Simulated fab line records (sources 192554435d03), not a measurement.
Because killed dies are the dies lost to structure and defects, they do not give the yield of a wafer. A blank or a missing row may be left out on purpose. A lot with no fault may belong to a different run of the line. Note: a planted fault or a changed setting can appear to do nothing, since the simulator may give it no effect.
fab line records ; flow n5-finfet
record lots=6; wafers=17; last-day=18
route steps=1938 shown BEOL_M15@1788
lots untouched by any fault: they come from a run of this same line in which no faults occurred
start-h: hours from the record's opening day to when the first of the lot's shown wafers began ; wait-h: how many hours have passed since the lot's step before this one ; " the same as in the row above ; L1.1+2: one row covering several wafers at once ; - value missing, or start not given ; * or withheld: withheld ; < > ~ a bound
route shown NAME@n: NAME is a module with steps in the file, n the number in the route of the first one ; usual: average and standard deviation across the fault-free wafers ; same: alike in all rows ; chamber/n: place in a boat ; sites: readings site by site ; _std_site: how widely they spread, as a standard deviation ; _edge_site: inner sites' mean taken away from outer sites' mean ; radius-mm: how far each site lies from the wafer's centre ; mask NAME#n: copy n ; behind: the most recent tool/chamber to have shaped the wafer ; hold: cause of the lot's hold/its duration in hours/its outcome ; device: the n, p or np transistor that did not switch ; end of line: the route-end tests of the same wafers ; step lacking rows: just its recipe ; killed: dies lost to structure and defects at the first sort, not the wafer's yield ; map: dies across one wafer; x = killed, . = not, _ = none there
set.NAME: the setting the step ran with; set.NAME@STEP: the setting that earlier step ran with ; model.NAME: the simulator's own value behind a step, which no gauge read
lots at some steps of the route; a table a step, a row a wafer
services: from which hour (start-h, from the record's first day; less than 0 if before it) a tool's chamber was out of use, for how many hours, and why
## steps
# step N5_BEOL_M15_VIA_ETCH_16
# recipe chemistry=C4F8/O2/Ar; target=SiO2; he-inner-torr=15; he-outer-torr=30; target-depth-a=17922; time-s=withheld; ion-energy-ev=800; pressure-mtorr=20; source-w=1905; bias-w=2040; Ar_flow_sccm=400; C4F8_flow_sccm=16; O2_flow_sccm=12; ends=cleared
# usual drypump-motor-current-A=6.0/0.37; mfc-ar-sccm=399.7/1.2; oes_ar_750_au=0.80/0.091; oes_o_777_au=0.80/0.092; oes-product-au=0.72/0.088; rf-vpp-V=2242/48; showerhead-plenum-p-Torr=3.42/0.11; throttle-valve-pct=30.80/0.29
lot.wafer;tool;chamber;start-h;wait-h;drypump-motor-current-A;mfc-ar-sccm;oes_ar_750_au;oes_o_777_au;oes-product-au;rf-vpp-V;showerhead-plenum-p-Torr;throttle-valve-pct
L270.1;rie-diel-02;0;312.28;0.0;6.6;399.9;0.81;0.83;0.75;2182;3.48;30.52
L270.2;rie-diel-02;1;312.28;0.0;5.7;399.4;0.71;0.74;0.64;2162;3.29;31.38
L270.5;rie-diel-02;1;312.28;0.0;5.7;399.6;0.71;0.74;0.64;2162;3.29;31.39
L266.2;rie-diel-02;0;318.31;0.0;6.7;400.9;0.81;0.82;0.74;2182;3.48;30.53
L266.3;rie-diel-02;2;318.31;0.0;5.7;400.8;0.92;0.92;0.85;2274;3.62;31.02
L266.6;rie-diel-02;1;318.31;0.0;5.8;399.8;0.71;0.73;0.64;2162;3.29;31.38
L274.1;rie-diel-02;3;343.42;0.0;5.8;399.0;0.70;0.69;0.64;2333;3.25;30.44
L274.3;rie-diel-02;2;343.42;0.0;5.7;399.5;0.92;0.91;0.84;2275;3.61;31.04
L274.4;rie-diel-02;3;343.42;0.0;5.8;400.1;0.70;0.69;0.64;2332;3.25;30.46
L276.4;rie-diel-01;1;350.21;0.0;6.1;401.3;0.84;0.84;0.75;2219;3.34;31.02
L276.5;rie-diel-01;2;350.21;0.0;6.0;399.6;0.70;0.70;0.63;2264;3.52;31.05
L276.6;rie-diel-01;3;350.21;0.0;5.9;398.5;0.67;0.65;0.61;2229;3.41;30.99
L279.3;rie-diel-03;1;381.44;0.0;5.9;400.3;0.81;0.78;0.76;2278;3.34;30.68
L279.5;rie-diel-03;0;381.44;0.0;5.2;399.2;0.74;0.75;0.66;2252;3.40;30.55
L279.6;rie-diel-03;1;381.44;0.0;5.8;400.0;0.82;0.79;0.75;2278;3.34;30.69
L285.1;rie-diel-01;0;415.30;0.0;6.2;398.9;0.82;0.77;0.75;2195;3.48;30.72
L285.5;rie-diel-01;3;415.30;0.0;5.9;400.9;0.93;0.89;0.85;2228;3.40;30.86
# step N5_BEOL_M15_STRIP_63
# recipe chemistry=O2; power-w=600; temp-c=60; pressure-mtorr=30; rf-frequency-hz=6e+07; bias-power-w=0; overash-fraction=0.3; o2-flow-sccm=225
# usual drypump-motor-current-A=6.0/0.37; oes-product-au=0.80/0.095; rf-vpp-V=3.6/0.74; showerhead-plenum-p-Torr=2.09/0.067; throttle-valve-pct=16.64/0.26
lot.wafer;tool;chamber;start-h;wait-h;drypump-motor-current-A;oes-product-au;rf-hours-counter-h;rf-vpp-V;showerhead-plenum-p-Torr;throttle-valve-pct
L270.1;rie-diel-02;0;-;-;6.7;0.84;91;2.7;2.13;16.39
L270.2;rie-diel-02;1;-;-;5.7;0.71;199;3.3;2.01;17.19
L270.5;rie-diel-02;1;-;-;5.7;0.72;-;4.1;2.01;17.20
L266.2;rie-diel-02;0;-;-;6.6;0.83;93;3.7;2.13;16.42
L266.3;rie-diel-02;2;-;-;5.7;0.93;31;3.8;2.20;16.58
L266.6;rie-diel-02;1;-;-;5.7;0.71;-;4.3;2.00;17.19
L274.1;rie-diel-02;3;-;-;5.8;0.71;226;4.1;1.97;16.51
L274.3;rie-diel-02;2;-;-;5.7;0.91;39;3.4;2.20;16.61
L274.4;rie-diel-02;3;-;-;5.8;0.70;-;4.2;1.97;16.50
L276.4;rie-diel-01;1;-;-;6.1;0.85;72;4.0;2.05;16.82
L276.5;rie-diel-01;2;-;-;6.1;0.69;-;4.0;2.15;16.87
L276.6;rie-diel-01;3;-;-;5.9;0.69;-;4.2;2.05;16.72
L279.3;rie-diel-03;1;-;-;5.8;0.83;74;3.5;2.03;16.50
L279.5;rie-diel-03;0;-;-;5.3;0.73;-;2.8;2.11;16.82
L279.6;rie-diel-03;1;-;-;5.9;0.86;-;3.1;2.02;16.47
L285.1;rie-diel-01;0;-;-;6.2;0.83;74;4.8;2.08;16.29
L285.5;rie-diel-01;3;-;-;5.9;0.96;-;4.1;2.04;16.35
# step N5_BEOL_M15_STRIP_64
# recipe chemistry=O2; power-w=600; temp-c=60; pressure-mtorr=30; rf-frequency-hz=6e+07; bias-power-w=0; overash-fraction=0.3; o2-flow-sccm=225
# usual drypump-motor-current-A=6.0/0.37; oes-product-au=0.80/0.095; rf-vpp-V=3.7/0.47; showerhead-plenum-p-Torr=2.09/0.067; throttle-valve-pct=16.64/0.25
lot.wafer;tool;chamber;start-h;wait-h;drypump-motor-current-A;oes-product-au;rf-hours-counter-h;rf-vpp-V;showerhead-plenum-p-Torr;throttle-valve-pct
L270.1;rie-diel-02;0;-;-;6.7;0.83;91;4.0;2.13;16.44
L270.2;rie-diel-02;1;-;-;5.7;0.71;199;3.1;2.01;17.20
L270.5;rie-diel-02;1;-;-;5.7;0.71;-;2.9;2.01;17.21
L266.2;rie-diel-02;0;-;-;6.6;0.83;93;3.8;2.13;16.41
L266.3;rie-diel-02;2;-;-;5.7;0.93;31;3.5;2.20;16.59
L266.6;rie-diel-02;1;-;-;5.8;0.71;-;3.6;2.01;17.19
L274.1;rie-diel-02;3;-;-;5.8;0.70;226;3.6;1.97;16.50
L274.3;rie-diel-02;2;-;-;5.7;0.90;39;4.5;2.20;16.60
L274.4;rie-diel-02;3;-;-;5.8;0.69;-;4.4;1.97;16.51
L276.4;rie-diel-01;1;-;-;6.1;0.85;72;3.6;2.05;16.80
L276.5;rie-diel-01;2;-;-;6.1;0.68;-;4.2;2.15;16.89
L276.6;rie-diel-01;3;-;-;5.9;0.69;-;4.3;2.05;16.74
L279.3;rie-diel-03;1;-;-;5.8;0.84;75;3.7;2.02;16.50
L279.5;rie-diel-03;0;-;-;5.2;0.74;-;3.5;2.11;16.79
L279.6;rie-diel-03;1;-;-;5.8;0.85;-;3.7;2.03;16.50
L285.1;rie-diel-01;0;-;-;6.2;0.84;74;3.7;2.08;16.29
L285.5;rie-diel-01;3;-;-;5.9;0.96;-;3.0;2.04;16.32
# step N5_BEOL_M15_STRIP_65
# recipe chemistry=post-etch-residue-remover; time-s=60; temp-c=25; remover-ph=withheld; remover-water-wt-pct=withheld; remover-fluoride-wt-pct=withheld
# step N5_BEOL_M15_SRD_66
# recipe time-s=30; temp-c=23; rinse-liquid=diw; dry=n2-spin; spin-rpm=1500; dry-time-s=30
# step N5_BEOL_M15_CD_MEAS_17
# recipe target-cd-nm=360; polarity=opening
# usual cd-nm=361.9/2.7
lot.wafer;tool;chamber;start-h;wait-h;cd-nm
L270.1;cd-sem-03;-;312.70;0.0;366.1
L270.2;cd-sem-03;-;312.70;0.0;363.4
L270.5;cd-sem-03;-;312.70;0.0;364.6
L266.2;cd-sem-02;-;318.72;0.0;361.4
L266.3;cd-sem-02;-;318.72;0.0;365.0
L266.6;cd-sem-02;-;318.72;0.0;365.0
L274.1;cd-sem-02;-;343.83;0.0;359.7
L274.3;cd-sem-02;-;343.83;0.0;363.7
L274.4;cd-sem-02;-;343.83;0.0;364.0
L276.4;cd-sem-02;-;350.63;0.0;361.8
L276.5;cd-sem-02;-;350.63;0.0;364.8
L276.6;cd-sem-02;-;350.63;0.0;364.2
L279.3;cd-sem-02;-;381.85;0.0;358.1
L279.5;cd-sem-02;-;381.85;0.0;365.3
L279.6;cd-sem-02;-;381.85;0.0;360.3
L285.1;cd-sem-03;-;415.72;0.0;360.5
L285.5;cd-sem-03;-;415.72;0.0;352.7
# step N5_BEOL_M15_COAT_56
# recipe resist=SOC; temp-c=250; time-s=60; spin-rpm=1500; resist-thk-nm=550
# step N5_BEOL_M15_ETCH_57
# recipe chemistry=N2/H2; target=SOC; source-w=3000; bias-w=350; time-s=750; ion-energy-ev=200; pressure-mtorr=30; n2-flow-sccm=200; h2-flow-sccm=200
# usual drypump-motor-current-A=6.0/0.42; oes-product-au=0.80/0.092; rf-vpp-V=523.7/2.6; showerhead-plenum-p-Torr=2.53/0.086; throttle-valve-pct=17.71/0.23
lot.wafer;tool;chamber;start-h;wait-h;drypump-motor-current-A;oes-product-au;rf-hours-counter-h;rf-vpp-V;showerhead-plenum-p-Torr;throttle-valve-pct
L270.1;rie-diel-02;2;313.04;-;5.7;0.94;28;528.2;2.71;17.84
L270.2;rie-diel-02;0;313.04;-;6.7;0.84;91;525.7;2.57;17.30
L270.5;rie-diel-02;1;313.04;-;5.8;0.70;-;519.4;2.40;18.07
L266.2;rie-diel-02;2;318.82;-;5.7;0.93;31;529.1;2.71;17.83
L266.3;rie-diel-02;0;318.82;-;6.7;0.82;94;523.2;2.57;17.33
L266.6;rie-diel-02;2;318.82;-;5.7;0.93;-;527.1;2.70;17.84
L274.1;rie-diel-03;1;343.93;-;5.9;0.87;61;522.2;2.47;17.52
L274.3;rie-diel-03;0;343.93;-;5.3;0.74;163;522.3;2.52;17.65
L274.4;rie-diel-03;0;343.93;-;5.3;0.75;-;522.4;2.52;17.66
L276.4;rie-diel-03;1;350.99;-;5.8;0.86;-;521.1;2.47;17.54
L276.5;rie-diel-03;2;350.99;-;6.6;0.92;-;524.2;2.49;17.57
L276.6;rie-diel-03;0;350.99;-;5.3;0.74;-;525.0;2.52;17.67
L279.3;rie-diel-03;2;381.95;-;6.6;0.89;22;522.7;2.49;17.58
L279.5;rie-diel-03;3;381.95;-;6.4;0.93;-;527.0;2.59;17.51
L279.6;rie-diel-03;0;381.95;-;5.2;0.74;-;524.7;2.52;17.68
L285.1;rie-diel-02;0;415.82;-;6.7;0.80;121;523.3;2.55;17.37
L285.5;rie-diel-02;3;415.82;-;5.8;0.69;-;519.9;2.40;17.77
# step N5_BEOL_M15_COAT_60
# recipe resist=BARC; temp-c=205; time-s=60; spin-rpm=1500; resist-thk-nm=89
# step N5_BEOL_M15_COAT_22
# recipe spin-rpm=1704; resist-thk-nm=800
# step N5_BEOL_M15_EBR_24
# recipe solvent=PGMEA; ebr-width-mm=1.5
# step N5_BEOL_M15_SOFTBAKE_23
# recipe temp-c=130; time-s=60
# step N5_BEOL_M15_EXPOSE_25
# recipe mask-id=M15; na=0.8; source-shape=annular; sigma-inner=0.5; sigma-outer=0.8; polarization=unpolarized; target-cd-nm=400; dose-mj=35.5
# usual stage-vel-mm-s=500.01/0.26
lot.wafer;tool;chamber;start-h;wait-h;mask;stage-vel-mm-s;model.BEOL_M15.overlay-x-nm
L270.1;krf-scanner-02;0;313.64;-;M15#0;500.11;-4
L270.2;krf-scanner-02;0;313.64;-;M15#0;499.95;-4
L270.5;krf-scanner-02;0;313.64;-;M15#0;500.16;-4
L266.2;krf-scanner-01;0;319.55;-;M15#0;500.31;-1
L266.3;krf-scanner-01;0;319.55;-;M15#0;499.91;-1
L266.6;krf-scanner-01;0;319.55;-;M15#0;499.89;-1
L274.1;krf-scanner-01;0;344.54;-;M15#0;500.10;111.6
L274.3;krf-scanner-01;0;344.54;-;M15#0;499.84;111.6
L274.4;krf-scanner-01;0;344.54;-;M15#0;500.34;111.6
L276.4;krf-scanner-01;0;351.37;-;M15#0;500.32;118.4
L276.5;krf-scanner-01;0;351.37;-;M15#0;500.49;118.4
L276.6;krf-scanner-01;0;351.37;-;M15#0;499.86;118.4
L279.3;krf-scanner-02;0;382.57;-;M15#0;499.97;2
L279.5;krf-scanner-02;0;382.57;-;M15#0;499.66;2
L279.6;krf-scanner-02;0;382.57;-;M15#0;499.72;2
L285.1;krf-scanner-02;0;416.55;-;M15#0;500.10;-0.6
L285.5;krf-scanner-02;0;416.55;-;M15#0;500.34;-0.6
# step N5_BEOL_M15_PEB_26
# recipe peb-temp-c=130; peb-time-s=90
# step N5_BEOL_M15_DEVELOP_27
# recipe develop-time-s=45; rinse-liquid=diw; dry=air-spin; dev-temp-c=21
# step N5_BEOL_M15_HARDBAKE_32
# recipe temp-c=130; time-s=120
# step N5_BEOL_M15_CD_MEAS_28
# recipe target-cd-nm=407.6; landing-energy-ev=500; detector=se-inlens
# usual cd-nm=406.8/2.3
lot.wafer;tool;chamber;start-h;wait-h;cd-nm
L270.1;cd-sem-01;0;313.81;-;406.8
L270.2;cd-sem-01;0;313.81;-;405.9
L270.5;cd-sem-01;0;313.81;-;407.7
L266.2;cd-sem-03;0;319.72;-;407.8
L266.3;cd-sem-03;0;319.72;-;407.6
L266.6;cd-sem-03;0;319.72;-;410.1
L274.1;cd-sem-03;0;344.71;-;403.6
L274.3;cd-sem-03;0;344.71;-;403.2
L274.4;cd-sem-03;0;344.71;-;407.8
L276.4;cd-sem-01;0;351.53;-;407.4
L276.5;cd-sem-01;0;351.53;-;408.0
L276.6;cd-sem-01;0;351.53;-;407.7
L279.3;cd-sem-03;0;382.73;-;407.9
L279.5;cd-sem-03;0;382.73;-;408.4
L279.6;cd-sem-03;0;382.73;-;403.9
L285.1;cd-sem-03;0;416.72;-;405.4
L285.5;cd-sem-03;0;416.72;-;406.5
# step N5_BEOL_M15_OVL_MEAS_29
# recipe points-per-wafer=44
# usual M15_OVL=-1/5.5
lot.wafer;tool;chamber;start-h;wait-h;M15_OVL[nm]
L270.1;overlay-02;0;313.84;0.0;-4
L270.2;overlay-02;0;313.84;0.0;-5
L270.5;overlay-02;0;313.84;0.0;-2
L266.2;overlay-01;0;319.75;0.0;0
L266.3;overlay-01;0;319.75;0.0;-7
L266.6;overlay-01;0;319.75;0.0;-1
L274.1;overlay-02;0;344.74;0.0;109
L274.3;overlay-02;0;344.74;0.0;103
L274.4;overlay-02;0;344.74;0.0;103
L276.4;overlay-01;0;351.55;0.0;120
L276.5;overlay-01;0;351.55;0.0;121
L276.6;overlay-01;0;351.55;0.0;122
L279.3;overlay-01;0;382.76;0.0;8
L279.5;overlay-01;0;382.76;0.0;1
L279.6;overlay-01;0;382.76;0.0;4
L285.1;overlay-02;0;416.75;0.0;1
L285.5;overlay-02;0;416.75;0.0;-11
# step N5_BEOL_M15_INSPECT_30
# recipe mode=adi; inspect-instrument=macro
# usual raw-defect-count=2.0/1.4
lot.wafer;tool;chamber;start-h;wait-h;raw-defect-count
L270.1;defect-inspect-01;-;313.87;0.0;2
L270.2;defect-inspect-01;-;313.87;0.0;2
L270.5;defect-inspect-01;-;313.87;0.0;2
L266.2;defect-inspect-02;-;319.77;0.0;2
L266.3;defect-inspect-02;-;319.77;0.0;1
L266.6;defect-inspect-02;-;319.77;0.0;4
L274.1;defect-inspect-01;-;344.76;0.0;3
L274.3;defect-inspect-01;-;344.76;0.0;4
L274.4;defect-inspect-01;-;344.76;0.0;3
L276.4;defect-inspect-01;-;351.58;0.0;1
L276.5;defect-inspect-01;-;351.58;0.0;3
L276.6;defect-inspect-01;-;351.58;0.0;0
L279.3;defect-inspect-02;-;382.78;0.0;0
L279.5;defect-inspect-02;-;382.78;0.0;2
L279.6;defect-inspect-02;-;382.78;0.0;2
L285.1;defect-inspect-02;-;416.77;0.0;0
L285.5;defect-inspect-02;-;416.77;0.0;0
## services
tool;chamber;start-h;hours;kind
krf-scanner-02;-;298.06;1.3;pm
krf-scanner-02;-;300.49;0.7;repair
krf-scanner-02;-;308.61;0.8;pm
rie-diel-03;0;311.45;3.0;repair
krf-scanner-02;-;320.92;0.5;repair
rie-diel-02;1;338.28;8.1;repair
krf-scanner-02;-;338.65;14.5;repair
rie-diel-03;3;340.36;-;clean
rie-diel-03;3;340.36;-;consumable-replace:esc
rie-diel-03;3;340.36;-;consumable-replace:focus-ring
rie-diel-03;3;340.36;23.1;scheduled-down
rie-diel-03;3;340.36;23.1;vent-cycle
krf-scanner-01;-;355.64;0.8;pm
krf-scanner-02;-;356.65;0.3;repair
krf-scanner-01;-;356.92;1.0;pm
krf-scanner-02;-;364.74;0.7;repair
rie-diel-02;-;367.53;0.8;repair
krf-scanner-01;-;378.24;1.3;pm
rie-diel-01;3;380.35;-;clean
rie-diel-01;3;380.35;-;consumable-replace:focus-ring
rie-diel-01;3;380.35;17.6;scheduled-down
krf-scanner-01;-;382.43;0.4;repair
rie-diel-03;1;400.97;6.0;repair
rie-diel-03;0;405.67;8.9;repair
## key
first-sign step=N5_BEOL_M15_OVL_MEAS_29; reading=M15_OVL; direction=up; sigmas=21; usual=-1; struck=113
effect none on later readings
model-effect step=N5_BEOL_M15_EXPOSE_25; value=BEOL_M15.overlay-x-nm; without=-1.2; struck=115
met-at N5_BEOL_M15_EXPOSE_25
struck-wafers L274.1,L274.3,L274.4,L276.4,L276.5,L276.6
baseline-loss step=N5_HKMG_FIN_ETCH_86; wafers=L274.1
onset-between 319.55 344.54
earlier-fault kind=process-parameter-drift; tool=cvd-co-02; chamber=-; onset-h=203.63; steps=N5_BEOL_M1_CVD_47; channel=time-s; offset=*; shape=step; acts-in=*; stated=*
fault kind=scanner-matching-overlay; tool=krf-scanner-01; chamber=-; onset-h=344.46; steps=N5_BEOL_M15_EXPOSE_25; offset=116.06
# baseline-loss: these wafers lose ten dies or more at that step, a loss of the line's own and not of a fault; the sort's usual values leave them out
